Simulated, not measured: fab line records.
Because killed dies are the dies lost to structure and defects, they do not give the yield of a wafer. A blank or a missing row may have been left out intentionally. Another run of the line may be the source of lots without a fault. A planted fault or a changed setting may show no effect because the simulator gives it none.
Matching of chambers    flow n5Finfet    N5_BEOL_M3_CO_CAP_55 on cvdCo-01: 3 sister chambers
The step material Co, precursor CCTBA/H2, target thk 2 nm, time 102.1 s. 18 wafers are shown with their chamber, then 9 later ones without.

== EACH WAFER AND ITS CHAMBER ==
wafer   chamber  heaterPowerW (W)
L077.1  1        270
L077.4  2        267
L077.6  1        257
L082.1  0        195
L082.4  2        266
L082.5  1        267
L084.2  0        191
L084.5  0        195
L084.6  2        272
L087.2  0        199
L087.3  1        263
L087.6  0        200
L088.2  0        198
L088.3  1        263
L088.4  0        199
L091.2  0        196
L091.5  2        271
L091.6  1        269

SIGNATURES (averages over the wafers above)
reading       chamber 0  chamber 1  chamber 2  scatter within a chamber
heaterPowerW  196.62     264.83     269.00     3.69
Rule: a wafer lies at a distance from a chamber equal to the root of the sum of squares, over the readings, of (its reading less the chamber's mean, divided by the reading's scatter). The wafer belongs to the nearest chamber; if the next one is less than 2 further off, it can't be placed. The scatter is the square root of a quotient: the sum, over the shown wafers, of each reading's squared deviation from its chamber's mean, divided by wafers minus chambers.

== WAFERS MISSING THEIR CHAMBER ==
wafer   heaterPowerW (W)
L092.3  199
L092.5  262
L092.6  262
L094.3  196
L094.5  264
L094.6  204
L096.1  277
L096.2  197
L096.5  271

== EACH ONE'S CHAMBER ==
wafer   from the rows above      in truth
L092.3  0                        0
L092.5  can't be placed: 1 or 2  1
L092.6  can't be placed: 1 or 2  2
L094.3  0                        0
L094.5  can't be placed: 1 or 2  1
L094.6  0                        0
L096.1  can't be placed: 2 or 1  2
L096.2  0                        0
L096.5  can't be placed: 2 or 1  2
Correct placement for 4 of the 9. These rows do not allow placing 5 (true chamber among the candidates in 5). Placed wrongly: 0.
